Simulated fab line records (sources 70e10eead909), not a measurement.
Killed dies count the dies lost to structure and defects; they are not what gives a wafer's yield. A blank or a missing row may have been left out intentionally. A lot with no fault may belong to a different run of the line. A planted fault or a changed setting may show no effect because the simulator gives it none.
Which of the tools did it? + flow nand_harc + 42 wafers from 14 lots sampled at 5 of the route's 1302 steps

== WHAT THE GAUGES READ, wafer by wafer ==
NHARC_END_SORT_01.
| lot  | measured     | on        | killed_at_array | killed_at_other | killed_at_periphery | killed_dies | killed_open | killed_short |
|------|--------------|-----------|-----------------|-----------------|---------------------|-------------|-------------|--------------|
| L774 | day 23 19:09 | prober-02 | 39 55 57        | 2 2 0           | 2 2 0               | 43 59 57    | 4 4 5       | 2 3 2        |
| L776 | day 25 04:52 | prober-02 | 59 66 64        | 1 4 3           | 7 8 4               | 67 78 71    | 1 2 2       | 2 2 6        |
| L775 | day 25 06:32 | prober-01 | 68 86 61        | 1 0 0           | 5 2 2               | 74 88 63    | 3 4 3       | 2 0 0        |
| L777 | day 25 13:38 | prober-02 | 30 20 21        | 0 0 0           | 3 2 1               | 33 22 22    | 3 2 0       | 3 3 4        |
| L780 | day 27 09:59 | prober-01 | 48 50 50        | 0 0 0           | 4 3 0               | 52 53 50    | 4 1 3       | 2 3 0        |
| L782 | day 28 01:53 | prober-01 | 23 29 22        | 2 4 3           | 2 1 10              | 27 34 35    | 2 3 3       | 2 5 5        |
| L787 | day 29 15:57 | prober-02 | 155 140 149     | 0 0 2           | 5 5 2               | 160 145 153 | 3 3 6       | 1 4 5        |
| L788 | day 30 08:26 | prober-02 | 131 125 139     | 0 0 0           | 2 6 2               | 133 131 141 | 0 6 3       | 2 1 5        |
| L790 | day 30 05:48 | prober-01 | 71 70 73        | 0 1 0           | 4 0 4               | 75 71 77    | 6 3 3       | 2 4 2        |
| L792 | day 32 00:08 | prober-01 | 42 34 30        | 1 1 0           | 5 1 4               | 48 36 34    | 7 2 3       | 1 5 3        |
| L794 | day 33 00:01 | prober-02 | 78 59 61        | 1 0 1           | 2 3 1               | 81 62 63    | 1 4 4       | 4 1 1        |
| L796 | day 33 06:16 | prober-01 | 83 75 57        | 6 1 3           | 8 4 5               | 97 80 65    | 2 3 3       | 3 1 2        |
| L795 | day 33 07:00 | prober-02 | 22 9 19         | 0 0 0           | 3 2 4               | 25 11 23    | 6 2 9       | 3 4 1        |
| L797 | day 34 19:23 | prober-01 | 43 44 45        | 1 2 0           | 0 3 4               | 44 49 49    | 3 4 3       | 0 1 2        |

== EACH LOT AND THE TOOL THAT RAN IT (in order: tool; ch and the chambers of the sampled wafers; start) ==
| lot  | NHARC_A_CONTACT_ETCH_122             | NHARC_THIN_TSV_DEGAS_49      | NHARC_THIN_TSV_PRE_CLEAN_50             | NHARC_THIN_TSV_PVD_19                   |
|------|--------------------------------------|------------------------------|-----------------------------------------|-----------------------------------------|
| L774 | har_cap_etch-03 ch 0,1, day 20 23:15 | pvd_sputter-02, day 23 06:55 | pvd_sputter-02, day 23 19:09 or earlier | pvd_sputter-02, day 23 19:09 or earlier |
| L776 | har_cap_etch-03 ch 0,1, day 22 09:05 | pvd_sputter-03, day 24 17:57 | pvd_sputter-03, day 25 04:52 or earlier | pvd_sputter-03, day 25 04:52 or earlier |
| L775 | har_cap_etch-02 ch 0,1, day 22 10:30 | pvd_sputter-03, day 24 16:38 | pvd_sputter-03, day 25 06:32 or earlier | pvd_sputter-03, day 25 06:32 or earlier |
| L777 | har_cap_etch-01 ch 0,1, day 22 19:30 | pvd_sputter-03, day 25 00:47 | pvd_sputter-03, day 25 13:38 or earlier | pvd_sputter-03, day 25 13:38 or earlier |
| L780 | har_cap_etch-01 ch 0,1, day 24 08:43 | pvd_sputter-02, day 26 20:49 | pvd_sputter-02, day 27 09:59 or earlier | pvd_sputter-02, day 27 09:59 or earlier |
| L782 | har_cap_etch-03 ch 0,1, day 25 06:03 | pvd_sputter-03, day 27 12:38 | pvd_sputter-03, day 28 01:53 or earlier | pvd_sputter-03, day 28 01:53 or earlier |
| L787 | har_cap_etch-03 ch 0,1, day 26 10:56 | pvd_sputter-03, day 29 01:52 | pvd_sputter-03, day 29 15:57 or earlier | pvd_sputter-03, day 29 15:57 or earlier |
| L788 | har_cap_etch-03 ch 1, day 27 10:05   | pvd_sputter-03, day 29 17:01 | pvd_sputter-03, day 30 08:26 or earlier | pvd_sputter-03, day 30 08:26 or earlier |
| L790 | har_cap_etch-02 ch 0,1, day 27 10:16 | pvd_sputter-02, day 29 18:17 | pvd_sputter-02, day 30 05:48 or earlier | pvd_sputter-02, day 30 05:48 or earlier |
| L792 | har_cap_etch-01 ch 0,1, day 29 04:55 | pvd_sputter-01, day 31 11:58 | pvd_sputter-01, day 32 00:08 or earlier | pvd_sputter-01, day 32 00:08 or earlier |
| L794 | har_cap_etch-03 ch 0,1, day 29 19:19 | pvd_sputter-03, day 32 06:32 | pvd_sputter-03, day 33 00:01 or earlier | pvd_sputter-03, day 33 00:01 or earlier |
| L796 | har_cap_etch-01 ch 0,1, day 30 05:08 | pvd_sputter-02, day 32 15:39 | pvd_sputter-02, day 33 06:16 or earlier | pvd_sputter-02, day 33 06:16 or earlier |
| L795 | har_cap_etch-03 ch 0,1, day 30 05:24 | pvd_sputter-03, day 32 16:50 | pvd_sputter-03, day 33 07:00 or earlier | pvd_sputter-03, day 33 07:00 or earlier |
| L797 | har_cap_etch-03 ch 0,1, day 31 20:23 | pvd_sputter-02, day 34 05:33 | pvd_sputter-02, day 34 19:23 or earlier | pvd_sputter-02, day 34 19:23 or earlier |
- NHARC_A_CONTACT_ETCH_122: etches the open film in C4F8/O2/Ar, time 190 s, target depth 1850 nm.
- NHARC_THIN_TSV_DEGAS_49: time 120 s.
- NHARC_THIN_TSV_PRE_CLEAN_50: time 30 s.
- NHARC_THIN_TSV_PVD_19: deposits TaN, target thk 20 nm.

== WHAT THE TOOLS THEMSELVES READ (means of the sampled wafers that have a number; where no wafer has one, the mark that the record gives instead) ==
NHARC_THIN_TSV_DEGAS_49.
| lot  | tool           | heater_power_w (W) |
|------|----------------|--------------------|
| L774 | pvd_sputter-02 | 439                |
| L776 | pvd_sputter-03 | 469                |
| L775 | pvd_sputter-03 | 498                |
| L777 | pvd_sputter-03 | 465                |
| L780 | pvd_sputter-02 | 422                |
| L782 | pvd_sputter-03 | 482                |
| L787 | pvd_sputter-03 | 462                |
| L788 | pvd_sputter-03 | 489                |
| L790 | pvd_sputter-02 | 398                |
| L792 | pvd_sputter-01 | 444                |
| L794 | pvd_sputter-03 | 461                |
| L796 | pvd_sputter-02 | 388                |
| L795 | pvd_sputter-03 | 458                |
| L797 | pvd_sputter-02 | 417                |

NHARC_THIN_TSV_PRE_CLEAN_50.
| lot  | tool           | heater_power_w (W) |
|------|----------------|--------------------|
| L774 | pvd_sputter-02 | 380                |
| L776 | pvd_sputter-03 | 418                |
| L775 | pvd_sputter-03 | 474                |
| L777 | pvd_sputter-03 | 414                |
| L780 | pvd_sputter-02 | 348                |
| L782 | pvd_sputter-03 | 469                |
| L787 | pvd_sputter-03 | 449                |
| L788 | pvd_sputter-03 | 446                |
| L790 | pvd_sputter-02 | 361                |
| L792 | pvd_sputter-01 | 397                |
| L794 | pvd_sputter-03 | 467                |
| L796 | pvd_sputter-02 | 352                |
| L795 | pvd_sputter-03 | 405                |
| L797 | pvd_sputter-02 | 349                |

NHARC_THIN_TSV_PVD_19.
| lot  | tool           | throttle_valve_pct (%) |
|------|----------------|------------------------|
| L774 | pvd_sputter-02 | 31.2                   |
| L776 | pvd_sputter-03 | 30.0                   |
| L775 | pvd_sputter-03 | 29.8                   |
| L777 | pvd_sputter-03 | 29.9                   |
| L780 | pvd_sputter-02 | 30.9                   |
| L782 | pvd_sputter-03 | 29.7                   |
| L787 | pvd_sputter-03 | 29.7                   |
| L788 | pvd_sputter-03 | 29.7                   |
| L790 | pvd_sputter-02 | 30.1                   |
| L792 | pvd_sputter-01 | 29.5                   |
| L794 | pvd_sputter-03 | 30.1                   |
| L796 | pvd_sputter-02 | 30.0                   |
| L795 | pvd_sputter-03 | 29.8                   |
| L797 | pvd_sputter-02 | 30.8                   |

== THE ANSWER, worked out from the rows above alone ==
Rule: what is usual is taken from the lots themselves. The widest of any qualifying gaps counts: lots, ordered by their means at a reading, are off when they make up no more than a third of the lots, leave a main group of 4 or more, and stand apart from it by 3 or more times the standard deviation of that group's means. Not used: any main group whose means are identical at the precision the tables above print for the reading. Also off: a lot with no number at a reading for which 4 or more lots have one. Where the step has rows for the other lots, those lots are counted as sound. First the gauges in route order, then the tools' own readings, where a lot's mean is used as printed above. The first step at which some lot is off is used, and at that step the reading that is off furthest; a lot without a number counts as furthest.
Off: L787, L788 (NHARC_END_SORT_01, killed_at_array). Mean 49 and standard deviation 19 in the main group.
A tool fits if, at a process step before that reading, it ran every lot that is off, and no sound lot after the first of them. Gauges at NHARC_END_SORT_01: tried the same way as those tools. Because NHARC_THIN_TSV_PRE_CLEAN_50 lacks a start for some lots, the hours and order of its lots are taken from NHARC_END_SORT_01. Because NHARC_THIN_TSV_PVD_19 lacks a start for some lots, the hours and order of its lots are taken from NHARC_END_SORT_01. None of those tried fits.

== WHAT THE SIMULATOR PUT IN ==
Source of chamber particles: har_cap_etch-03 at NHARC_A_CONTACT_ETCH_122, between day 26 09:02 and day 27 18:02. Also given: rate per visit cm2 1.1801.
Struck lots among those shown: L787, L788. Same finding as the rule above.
